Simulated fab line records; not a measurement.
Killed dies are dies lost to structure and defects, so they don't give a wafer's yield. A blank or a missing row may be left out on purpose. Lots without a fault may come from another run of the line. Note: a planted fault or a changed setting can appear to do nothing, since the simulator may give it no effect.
Split-lot study || flow n5_finfet || 39 wafers read from 7 lots, route of 1938 steps

## ABOUT THE SPLIT
At N5_GATE_CUT_ALD_22 (deposits SiNx, target thk 16 nm, pulse time 1 s, ald cycles 320), the setting ald_cycles was moved away from the recipe's 320 on 12 of the 39 wafers read, by -30.9% to +56.6%. This setting was run at the recipe's value on the other wafers.

Reading taken at the split's own step.

## THE READING
SiNx_of_GATE_CUT_ALD_22.thk_nm (the simulator's own value, which no gauge read), in nm, at N5_GATE_CUT_ALD_22 (deposits SiNx, target thk 16 nm, pulse time 1 s, ald cycles 320). The file gives no usual value for it. The 27 wafers here that ran the recipe average 16.0 nm, standard deviation 0.11 nm.

{"wafer": "L075.1", "tool, chamber at the split": "ald_sin-04, 2,2,1", "ald_cycles as run": 320, "against the recipe": "recipe", "SiNx_of_GATE_CUT_ALD_22.thk_nm, nm": 16, "against lot-mates on the recipe": "-"}
{"wafer": "L075.5", "tool, chamber at the split": "ald_sin-04, 2,2,1", "ald_cycles as run": 320, "against the recipe": "recipe", "SiNx_of_GATE_CUT_ALD_22.thk_nm, nm": 16, "against lot-mates on the recipe": "-"}
{"wafer": "L075.6", "tool, chamber at the split": "ald_sin-04, 2,2,1", "ald_cycles as run": 320, "against the recipe": "recipe", "SiNx_of_GATE_CUT_ALD_22.thk_nm, nm": 16, "against lot-mates on the recipe": "-"}
{"wafer": "L075.2", "tool, chamber at the split": "ald_sin-04, 0,3", "ald_cycles as run": 501, "against the recipe": "+56.6%", "SiNx_of_GATE_CUT_ALD_22.thk_nm, nm": 25, "against lot-mates on the recipe": "+9.0"}
{"wafer": "L075.4", "tool, chamber at the split": "ald_sin-04, 0,3", "ald_cycles as run": 501, "against the recipe": "+56.6%", "SiNx_of_GATE_CUT_ALD_22.thk_nm, nm": 25, "against lot-mates on the recipe": "+9.0"}
{"wafer": "L075.3", "tool, chamber at the split": "ald_sin-04, 1", "ald_cycles as run": 501, "against the recipe": "+56.6%", "SiNx_of_GATE_CUT_ALD_22.thk_nm, nm": 25.2, "against lot-mates on the recipe": "+9.2"}
{"wafer": "L085.1", "tool, chamber at the split": "ald_sin-03, 2,3,0,1,1,0", "ald_cycles as run": 320, "against the recipe": "recipe", "SiNx_of_GATE_CUT_ALD_22.thk_nm, nm": 16, "against lot-mates on the recipe": "-"}
{"wafer": "L085.2", "tool, chamber at the split": "ald_sin-03, 2,3,0,1,1,0", "ald_cycles as run": 320, "against the recipe": "recipe", "SiNx_of_GATE_CUT_ALD_22.thk_nm, nm": 16, "against lot-mates on the recipe": "-"}
{"wafer": "L085.3", "tool, chamber at the split": "ald_sin-03, 2,3,0,1,1,0", "ald_cycles as run": 320, "against the recipe": "recipe", "SiNx_of_GATE_CUT_ALD_22.thk_nm, nm": 16, "against lot-mates on the recipe": "-"}
{"wafer": "L085.4", "tool, chamber at the split": "ald_sin-03, 2,3,0,1,1,0", "ald_cycles as run": 320, "against the recipe": "recipe", "SiNx_of_GATE_CUT_ALD_22.thk_nm, nm": 16, "against lot-mates on the recipe": "-"}
{"wafer": "L085.5", "tool, chamber at the split": "ald_sin-03, 2,3,0,1,1,0", "ald_cycles as run": 320, "against the recipe": "recipe", "SiNx_of_GATE_CUT_ALD_22.thk_nm, nm": 16, "against lot-mates on the recipe": "-"}
{"wafer": "L085.6", "tool, chamber at the split": "ald_sin-03, 2,3,0,1,1,0", "ald_cycles as run": 320, "against the recipe": "recipe", "SiNx_of_GATE_CUT_ALD_22.thk_nm, nm": 16, "against lot-mates on the recipe": "-"}
{"wafer": "L091.1", "tool, chamber at the split": "ald_sin-03, 2,0,3,1", "ald_cycles as run": 320, "against the recipe": "recipe", "SiNx_of_GATE_CUT_ALD_22.thk_nm, nm": 16, "against lot-mates on the recipe": "-"}
{"wafer": "L091.2", "tool, chamber at the split": "ald_sin-03, 2,0,3,1", "ald_cycles as run": 320, "against the recipe": "recipe", "SiNx_of_GATE_CUT_ALD_22.thk_nm, nm": 16, "against lot-mates on the recipe": "-"}
{"wafer": "L091.4", "tool, chamber at the split": "ald_sin-03, 2,0,3,1", "ald_cycles as run": 320, "against the recipe": "recipe", "SiNx_of_GATE_CUT_ALD_22.thk_nm, nm": 16, "against lot-mates on the recipe": "-"}
{"wafer": "L091.5", "tool, chamber at the split": "ald_sin-03, 2,0,3,1", "ald_cycles as run": 320, "against the recipe": "recipe", "SiNx_of_GATE_CUT_ALD_22.thk_nm, nm": 16, "against lot-mates on the recipe": "-"}
{"wafer": "L091.3", "tool, chamber at the split": "ald_sin-03, 1,0", "ald_cycles as run": 320, "against the recipe": "recipe", "SiNx_of_GATE_CUT_ALD_22.thk_nm, nm": 15.8, "against lot-mates on the recipe": "-"}
{"wafer": "L091.6", "tool, chamber at the split": "ald_sin-03, 1,0", "ald_cycles as run": 320, "against the recipe": "recipe", "SiNx_of_GATE_CUT_ALD_22.thk_nm, nm": 15.8, "against lot-mates on the recipe": "-"}
{"wafer": "L092.1", "tool, chamber at the split": "ald_sin-04, 0", "ald_cycles as run": 320, "against the recipe": "recipe", "SiNx_of_GATE_CUT_ALD_22.thk_nm, nm": 15.8, "against lot-mates on the recipe": "-"}
{"wafer": "L092.4", "tool, chamber at the split": "ald_sin-04, 1", "ald_cycles as run": 320, "against the recipe": "recipe", "SiNx_of_GATE_CUT_ALD_22.thk_nm, nm": 16.2, "against lot-mates on the recipe": "-"}
{"wafer": "L092.5", "tool, chamber at the split": "ald_sin-04, 0", "ald_cycles as run": 320, "against the recipe": "recipe", "SiNx_of_GATE_CUT_ALD_22.thk_nm, nm": 16, "against lot-mates on the recipe": "-"}
{"wafer": "L094.1", "tool, chamber at the split": "ald_sin-04, 0,2", "ald_cycles as run": 260, "against the recipe": "-18.8%", "SiNx_of_GATE_CUT_ALD_22.thk_nm, nm": 13, "against lot-mates on the recipe": -3.1}
{"wafer": "L094.3", "tool, chamber at the split": "ald_sin-04, 0,2", "ald_cycles as run": 260, "against the recipe": "-18.8%", "SiNx_of_GATE_CUT_ALD_22.thk_nm, nm": 13, "against lot-mates on the recipe": -3.1}
{"wafer": "L094.2", "tool, chamber at the split": "ald_sin-04, 3,1", "ald_cycles as run": 320, "against the recipe": "recipe", "SiNx_of_GATE_CUT_ALD_22.thk_nm, nm": 16, "against lot-mates on the recipe": "-"}
{"wafer": "L094.4", "tool, chamber at the split": "ald_sin-04, 3,1", "ald_cycles as run": 320, "against the recipe": "recipe", "SiNx_of_GATE_CUT_ALD_22.thk_nm, nm": 16, "against lot-mates on the recipe": "-"}
{"wafer": "L094.5", "tool, chamber at the split": "ald_sin-04, 1", "ald_cycles as run": 320, "against the recipe": "recipe", "SiNx_of_GATE_CUT_ALD_22.thk_nm, nm": 16.2, "against lot-mates on the recipe": "-"}
{"wafer": "L094.6", "tool, chamber at the split": "ald_sin-04, 0", "ald_cycles as run": 260, "against the recipe": "-18.8%", "SiNx_of_GATE_CUT_ALD_22.thk_nm, nm": 12.8, "against lot-mates on the recipe": -3.3}
{"wafer": "L095.1", "tool, chamber at the split": "ald_sin-04, 2", "ald_cycles as run": 320, "against the recipe": "recipe", "SiNx_of_GATE_CUT_ALD_22.thk_nm, nm": 15.8, "against lot-mates on the recipe": "-"}
{"wafer": "L095.2", "tool, chamber at the split": "ald_sin-04, 0", "ald_cycles as run": 221, "against the recipe": "-30.9%", "SiNx_of_GATE_CUT_ALD_22.thk_nm, nm": 10.8, "against lot-mates on the recipe": -5.1}
{"wafer": "L095.5", "tool, chamber at the split": "ald_sin-04, 0", "ald_cycles as run": 221, "against the recipe": "-30.9%", "SiNx_of_GATE_CUT_ALD_22.thk_nm, nm": 10.8, "against lot-mates on the recipe": -5.1}
{"wafer": "L095.3", "tool, chamber at the split": "ald_sin-04, 3", "ald_cycles as run": 221, "against the recipe": "-30.9%", "SiNx_of_GATE_CUT_ALD_22.thk_nm, nm": 11, "against lot-mates on the recipe": -4.9}
{"wafer": "L095.4", "tool, chamber at the split": "ald_sin-04, 1", "ald_cycles as run": 320, "against the recipe": "recipe", "SiNx_of_GATE_CUT_ALD_22.thk_nm, nm": 16, "against lot-mates on the recipe": "-"}
{"wafer": "L095.6", "tool, chamber at the split": "ald_sin-04, 1", "ald_cycles as run": 320, "against the recipe": "recipe", "SiNx_of_GATE_CUT_ALD_22.thk_nm, nm": 16, "against lot-mates on the recipe": "-"}
{"wafer": "L096.1", "tool, chamber at the split": "ald_sin-04, 3,2,2", "ald_cycles as run": 320, "against the recipe": "recipe", "SiNx_of_GATE_CUT_ALD_22.thk_nm, nm": 15.8, "against lot-mates on the recipe": "-"}
{"wafer": "L096.2", "tool, chamber at the split": "ald_sin-04, 3,2,2", "ald_cycles as run": 320, "against the recipe": "recipe", "SiNx_of_GATE_CUT_ALD_22.thk_nm, nm": 15.8, "against lot-mates on the recipe": "-"}
{"wafer": "L096.5", "tool, chamber at the split": "ald_sin-04, 3,2,2", "ald_cycles as run": 320, "against the recipe": "recipe", "SiNx_of_GATE_CUT_ALD_22.thk_nm, nm": 15.8, "against lot-mates on the recipe": "-"}
{"wafer": "L096.3", "tool, chamber at the split": "ald_sin-04, 0", "ald_cycles as run": 470, "against the recipe": "+46.9%", "SiNx_of_GATE_CUT_ALD_22.thk_nm, nm": 23.2, "against lot-mates on the recipe": "+7.4"}
{"wafer": "L096.4", "tool, chamber at the split": "ald_sin-04, 1", "ald_cycles as run": 470, "against the recipe": "+46.9%", "SiNx_of_GATE_CUT_ALD_22.thk_nm, nm": 23.4, "against lot-mates on the recipe": "+7.6"}
{"wafer": "L096.6", "tool, chamber at the split": "ald_sin-04, 3", "ald_cycles as run": 470, "against the recipe": "+46.9%", "SiNx_of_GATE_CUT_ALD_22.thk_nm, nm": 23.6, "against lot-mates on the recipe": "+7.8"}
When a row names more than one chamber, that row covers several wafers, and the file does not tell which wafer ran in which chamber.

THE FIT
A straight line over all 39 wafers: SiNx_of_GATE_CUT_ALD_22.thk_nm changes by +0.161 nm for each +1% of ald_cycles; r = +1.00; the points scatter about the line by 0.12 nm.
The same after taking each lot's own level away (the mean of its wafers on the recipe; 39 wafers): +0.162 nm for each +1%; r = +1.00; scatter 0.1 nm.
On that fit, the largest move of ald_cycles shifts the reading by 9.2 nm.
From 15.80 to 16.07 nm: that is the span of the lots' own levels, equal to 2.4 times the standard deviation above.
Consequently the slope shifts little with the lot-to-lot level, the two slopes agreeing.
Check: +9.17 nm against its lot-mates is what the line predicts for one of the wafers moved furthest among these (+56.6%) when that wafer is left out of the fit. It came out at +9 nm against them.

## OTHER SPLITS APPLIED TO THESE WAFERS
These wafers also went through other splits before the reading. Each is held against what the fit with the lots' levels taken away leaves over:
{"other split on the same wafers": "N5_FIN_SAQP_SPACER2_ALD_28 target_thk_a", "wafers away from the commonest value": 15, "r with SiNx_of_GATE_CUT_ALD_22.thk_nm (lot level and that fit taken away)": "+0.19"}
{"other split on the same wafers": "N5_SPACER0_ALD_08 target_thk_a", "wafers away from the commonest value": 12, "r with SiNx_of_GATE_CUT_ALD_22.thk_nm (lot level and that fit taken away)": "+0.10"}

## THE FILE'S OWN FIT
SiNx_of_GATE_CUT_ALD_22.thk_nm changes by +0.162 nm for each +1% of ald_cycles, r = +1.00.
